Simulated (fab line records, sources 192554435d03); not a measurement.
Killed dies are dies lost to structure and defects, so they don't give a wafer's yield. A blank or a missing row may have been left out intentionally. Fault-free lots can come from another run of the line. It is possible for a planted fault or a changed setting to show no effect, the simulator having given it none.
Chamber matching | flow n5-finfet | 3 sister chambers for N5_BEOL_M8_CURE_74 on uv-cure-02
The step cures SiCOH lowk, time 240 s. 14 wafers are shown with their chamber, then 7 later ones without.

== EACH WAFER AND ITS CHAMBER ==
wafer  | chamber | wafer_temp_C_max | lamp-power-pct (%)
L074.2 | 1       | 387.4            | 52.33
L074.5 | 1       | 388.3            | 52.27
L074.6 | 1       | 386.9            | 52.25
L079.4 | 1       | 388.4            | 52.34
L079.5 | 1       | 388.0            | 52.33
L079.6 | 1       | 387.0            | 52.23
L078.1 | 2       | 386.5            | 52.36
L078.4 | 2       | 386.6            | 52.26
L078.6 | 2       | 386.6            | 52.29
L083.2 | 1       | 387.2            | 52.22
L083.4 | 1       | 388.1            | 52.27
L083.6 | 1       | 388.1            | 52.26
L089.2 | 0       | 387.9            | 52.31
L089.4 | 0       | 386.9            | 52.32

SIGNATURES (averages over the wafers above)
reading          | chamber 0 | chamber 1 | chamber 2 | scatter within a chamber
wafer_temp_C_max | 387.400   | 387.711   | 386.567   | 0.542
lamp-power-pct   | 52.3150   | 52.2778   | 52.3033   | 0.0442
Rule: a wafer lies at a distance from a chamber equal to the root of the sum of squares, over the readings, of (its reading less the chamber's mean, divided by the reading's scatter). The wafer belongs to the nearest chamber; if the next one is less than 2 further off, it can't be placed. The scatter: take each reading less its chamber's mean, square it, sum over the shown wafers, divide by the number of wafers less the number of chambers, and take the root.

== WAFERS WHOSE CHAMBER IS MISSING ==
wafer  | wafer_temp_C_max | lamp-power-pct (%)
L089.5 | 387.2            | 52.35
L095.2 | 388.2            | 52.31
L095.4 | 387.6            | 52.38
L095.5 | 387.1            | 52.30
L097.1 | 386.2            | 52.33
L097.2 | 386.6            | 52.30
L097.3 | 388.1            | 52.39

== WHICH CHAMBER EACH ONE RAN IN ==
wafer  | from the rows above          | in truth
L089.5 | can't be placed: 0 or 2 or 1 | 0
L095.2 | can't be placed: 1 or 0 or 2 | 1
L095.4 | can't be placed: 0 or 1 or 2 | 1
L095.5 | can't be placed: 0 or 2 or 1 | 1
L097.1 | can't be placed: 2 or 0      | 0
L097.2 | can't be placed: 2 or 0      | 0
L097.3 | can't be placed: 0 or 1 or 2 | 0
0 of 7 placed correctly. These rows do not allow placing 7 (true chamber among the candidates in 7). Wrongly placed: 0.
